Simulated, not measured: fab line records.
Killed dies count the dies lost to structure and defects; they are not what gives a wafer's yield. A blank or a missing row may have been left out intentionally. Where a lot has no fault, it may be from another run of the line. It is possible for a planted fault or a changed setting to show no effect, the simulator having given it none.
Chamber matching || flow nand-harc || 4 sister chambers for NHARC_A_STAIRCASE_CMP_450 on cmp-04
The step polishes SiO2, target thk 200 nm. 4 wafers are shown with their chamber, then 7 later ones without.

EACH WAFER AND ITS CHAMBER
{"wafer": "L084.5", "chamber": 2, "motor-current-A (A)": 11.3}
{"wafer": "L091.5", "chamber": 1, "motor-current-A (A)": 13.8}
{"wafer": "L093.1", "chamber": 0, "motor-current-A (A)": 15.8}
{"wafer": "L093.3", "chamber": 3, "motor-current-A (A)": 11.2}

WAFERS WHOSE CHAMBER IS MISSING
{"wafer": "L093.6", "motor-current-A (A)": 11.1}
{"wafer": "L094.1", "motor-current-A (A)": 11.4}
{"wafer": "L094.4", "motor-current-A (A)": 14.1}
{"wafer": "L094.5", "motor-current-A (A)": 15.4}
{"wafer": "L096.2", "motor-current-A (A)": 11.6}
{"wafer": "L096.4", "motor-current-A (A)": 13.6}
{"wafer": "L096.6", "motor-current-A (A)": 11.4}

THE CHAMBER EACH PASSED THROUGH
{"wafer": "L093.6", "from the rows above": "can't be placed: 3 or 2", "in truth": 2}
{"wafer": "L094.1", "from the rows above": "can't be placed: 2 or 3", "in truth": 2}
{"wafer": "L094.4", "from the rows above": 1, "in truth": 1}
{"wafer": "L094.5", "from the rows above": 0, "in truth": 0}
{"wafer": "L096.2", "from the rows above": "can't be placed: 2 or 3", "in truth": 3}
{"wafer": "L096.4", "from the rows above": 1, "in truth": 1}
{"wafer": "L096.6", "from the rows above": "can't be placed: 2 or 3", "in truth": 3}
3 of 7 placed correctly. These rows do not allow placing 4 (true chamber among the candidates in 4). Wrongly placed: 0.
How it was worked out, from the rows above alone: a wafer's distance from a chamber is the root of the sum, over the readings, of the square of ((its reading less the chamber's mean) divided by the reading's scatter). The wafer belongs to the nearest chamber; if the next one is less than 2 further off, it can't be placed. For every chamber, the mean is computed from those of its wafers that are shown. The scatter: with one shown wafer a chamber, the root of the mean of the squares of how far each hidden wafer lies from its nearest shown one.
